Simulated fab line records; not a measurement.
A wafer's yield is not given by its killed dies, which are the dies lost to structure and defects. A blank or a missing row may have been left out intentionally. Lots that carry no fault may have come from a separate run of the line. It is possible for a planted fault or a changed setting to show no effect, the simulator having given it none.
Chamber matching || flow nand-harc || NHARC_P_ZERO_WELL_DESCUM_39 on rie-diel-09 has 4 sister chambers
The step chemistry O2, time 3 s. 8 wafers are shown with their chamber, then 8 later ones without.

== EACH WAFER AND ITS CHAMBER ==
{"wafer": "L079.3", "chamber": 0, "drypump-motor-current-A (A)": 5.2, "showerhead-plenum-p-Torr (Torr)": 1.85}
{"wafer": "L087.1", "chamber": 3, "drypump-motor-current-A (A)": 6.4, "showerhead-plenum-p-Torr (Torr)": 1.81}
{"wafer": "L087.2", "chamber": 0, "drypump-motor-current-A (A)": 5.2, "showerhead-plenum-p-Torr (Torr)": 1.85}
{"wafer": "L087.6", "chamber": 2, "drypump-motor-current-A (A)": 5.2, "showerhead-plenum-p-Torr (Torr)": 2.08}
{"wafer": "L089.3", "chamber": 1, "drypump-motor-current-A (A)": 5.8, "showerhead-plenum-p-Torr (Torr)": 2.06}
{"wafer": "L089.5", "chamber": 2, "drypump-motor-current-A (A)": 5.3, "showerhead-plenum-p-Torr (Torr)": 2.08}
{"wafer": "L089.6", "chamber": 3, "drypump-motor-current-A (A)": 6.4, "showerhead-plenum-p-Torr (Torr)": 1.81}
{"wafer": "L094.1", "chamber": 1, "drypump-motor-current-A (A)": 5.7, "showerhead-plenum-p-Torr (Torr)": 2.05}

== WAFERS WITH NO CHAMBER GIVEN ==
{"wafer": "L094.4", "drypump-motor-current-A (A)": 5.2, "showerhead-plenum-p-Torr (Torr)": 1.84}
{"wafer": "L094.5", "drypump-motor-current-A (A)": 6.4, "showerhead-plenum-p-Torr (Torr)": 1.80}
{"wafer": "L096.1", "drypump-motor-current-A (A)": 6.4, "showerhead-plenum-p-Torr (Torr)": 1.80}
{"wafer": "L096.4", "drypump-motor-current-A (A)": 5.2, "showerhead-plenum-p-Torr (Torr)": 1.84}
{"wafer": "L096.6", "drypump-motor-current-A (A)": 6.4, "showerhead-plenum-p-Torr (Torr)": 1.80}
{"wafer": "L097.1", "drypump-motor-current-A (A)": 6.4, "showerhead-plenum-p-Torr (Torr)": 1.80}
{"wafer": "L097.3", "drypump-motor-current-A (A)": 5.2, "showerhead-plenum-p-Torr (Torr)": 2.07}
{"wafer": "L097.4", "drypump-motor-current-A (A)": 5.2, "showerhead-plenum-p-Torr (Torr)": 1.84}

== CHAMBER TAKEN BY EACH ==
{"wafer": "L094.4", "from the rows above": 0, "in truth": 0}
{"wafer": "L094.5", "from the rows above": 3, "in truth": 3}
{"wafer": "L096.1", "from the rows above": 3, "in truth": 3}
{"wafer": "L096.4", "from the rows above": 0, "in truth": 0}
{"wafer": "L096.6", "from the rows above": 3, "in truth": 3}
{"wafer": "L097.1", "from the rows above": 3, "in truth": 3}
{"wafer": "L097.3", "from the rows above": 2, "in truth": 2}
{"wafer": "L097.4", "from the rows above": 0, "in truth": 0}
Placed correctly: 8 of 8. From these rows, 0 cannot be placed. Placed wrongly: 0.
How it was worked out, from the rows above alone: a wafer's distance from a chamber is the root of the sum, over the readings, of the square of ((its reading less the chamber's mean) divided by the reading's scatter). If the next closest chamber is less than 2 further off than the closest, the wafer can't be placed; otherwise it belongs to the closest. The mean given for a chamber averages the wafers shown for that chamber. The scatter is the square root of a quotient: the sum, over the shown wafers, of each reading's squared deviation from its chamber's mean, divided by wafers minus chambers.
